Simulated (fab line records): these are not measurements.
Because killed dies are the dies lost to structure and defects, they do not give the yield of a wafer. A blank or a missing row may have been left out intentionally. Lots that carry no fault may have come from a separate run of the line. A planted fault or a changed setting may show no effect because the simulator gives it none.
Chamber matching | flow nand-harc | pecvd-01 running NHARC_A_STAIRCASE_DEP_417: 3 sister chambers
The step deposits Si3N4, target thk 60 nm. 6 wafers are shown with their chamber, then 9 later ones without.

WAFERS WITH THEIR CHAMBER
wafer  | chamber | heater-power-outer-w (W) | heater-power-w (W)
L083.1 | 0       | 368                      | 640
L085.3 | 1       | 510                      | 782
L085.6 | 0       | 381                      | 663
L090.2 | 1       | 502                      | 794
L090.3 | 2       | 336                      | 617
L090.6 | 2       | 341                      | 614

WAFERS WITH NO CHAMBER GIVEN
wafer  | heater-power-outer-w (W) | heater-power-w (W)
L091.2 | 299                      | 572
L091.3 | 452                      | 715
L091.6 | 463                      | 746
L092.1 | 328                      | 606
L092.5 | 329                      | 612
L092.6 | 404                      | 694
L097.2 | 363                      | 647
L097.4 | 287                      | 556
L097.5 | 436                      | 670

WHICH CHAMBER EACH WENT THROUGH
wafer  | from the rows above | in truth
L091.2 | 2                   | 2
L091.3 | 1                   | 1
L091.6 | 1                   | 1
L092.1 | 2                   | 2
L092.5 | 2                   | 2
L092.6 | 0                   | 0
L097.2 | 0                   | 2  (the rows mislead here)
L097.4 | 2                   | 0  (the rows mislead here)
L097.5 | 0                   | 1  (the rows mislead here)
Correctly placed: 6 of 9. Number that these rows cannot place: 0. Wrongly placed: 3.
How it was worked out, from the rows above alone: a wafer's distance from a chamber is the root of the sum, over the readings, of the square of ((its reading less the chamber's mean) divided by the reading's scatter). The wafer belongs to the nearest chamber; if the next one is less than 2 further off, it can't be placed. The mean given for a chamber averages the wafers shown for that chamber. How the scatter is found: for the shown wafers, subtract from each reading the mean of its chamber, square and add these, divide the total by (wafers less chambers), then take the root.
